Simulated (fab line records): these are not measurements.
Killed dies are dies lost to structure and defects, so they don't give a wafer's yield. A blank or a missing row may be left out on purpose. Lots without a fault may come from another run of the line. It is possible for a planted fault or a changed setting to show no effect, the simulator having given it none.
Matching of chambers ; flow n5Finfet ; N5_SDB_ETCH_17 on rieDiel-05 has 4 sister chambers
The step etches SiARC in CF4, target depth 23.4 nm, time 39 s. 16 wafers are shown with their chamber, then 8 later ones without.

== WAFERS WITH THEIR CHAMBER ==
wafer;chamber;showerheadPlenumPTorr (Torr);throttleValvePct (%);oesProductAu (a.u.)
L074.2;3;2.14;15.50;0.62
L074.3;2;2.22;15.24;0.63
L074.4;0;2.28;15.38;0.81
L076.1;3;2.14;15.49;0.62
L076.2;0;2.27;15.40;0.79
L076.4;1;2.12;15.89;0.59
L082.4;2;2.22;15.28;0.62
L082.5;1;2.12;15.91;0.59
L082.6;0;2.27;15.44;0.77
L083.1;2;2.22;15.27;0.62
L083.2;3;2.14;15.55;0.62
L083.6;2;2.22;15.28;0.62
L086.1;2;2.21;15.29;0.61
L086.2;1;2.11;15.94;0.58
L086.3;3;2.13;15.55;0.61
L089.3;2;2.21;15.27;0.62

SIGNATURES (means of the wafers above)
reading;chamber 0;chamber 1;chamber 2;chamber 3;scatter within a chamber
showerheadPlenumPTorr;2.2733;2.1167;2.2167;2.1375;0.00534
throttleValvePct;15.4067;15.9133;15.2717;15.5225;0.0253
oesProductAu;0.7900;0.5867;0.6200;0.6175;0.00975
Rule: a wafer's distance from a chamber is the root of the sum, over the readings, of the square of ((its reading less the chamber's mean) divided by the reading's scatter). If the next closest chamber is less than 2 further off than the closest, the wafer can't be placed; otherwise it belongs to the closest. The scatter is the square root of a quotient: the sum, over the shown wafers, of each reading's squared deviation from its chamber's mean, divided by wafers minus chambers.

== WAFERS WITHOUT THEIR CHAMBER ==
wafer;showerheadPlenumPTorr (Torr);throttleValvePct (%);oesProductAu (a.u.)
L089.5;2.21;15.31;0.61
L089.6;2.13;15.55;0.61
L092.2;2.13;15.59;0.61
L092.3;2.21;15.30;0.60
L092.4;2.21;15.32;0.60
L097.1;2.11;15.44;0.83
L097.4;2.26;15.50;0.72
L097.5;2.13;15.61;0.59

== WHICH CHAMBER EACH ONE RAN IN ==
wafer;from the rows above;in truth
L089.5;2;2
L089.6;3;3
L092.2;3;3
L092.3;2;2
L092.4;2;2
L097.1;3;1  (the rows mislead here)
L097.4;0;0
L097.5;3;3
7 of 8 placed correctly. Not placeable from these rows: 0. Number placed wrongly: 1.
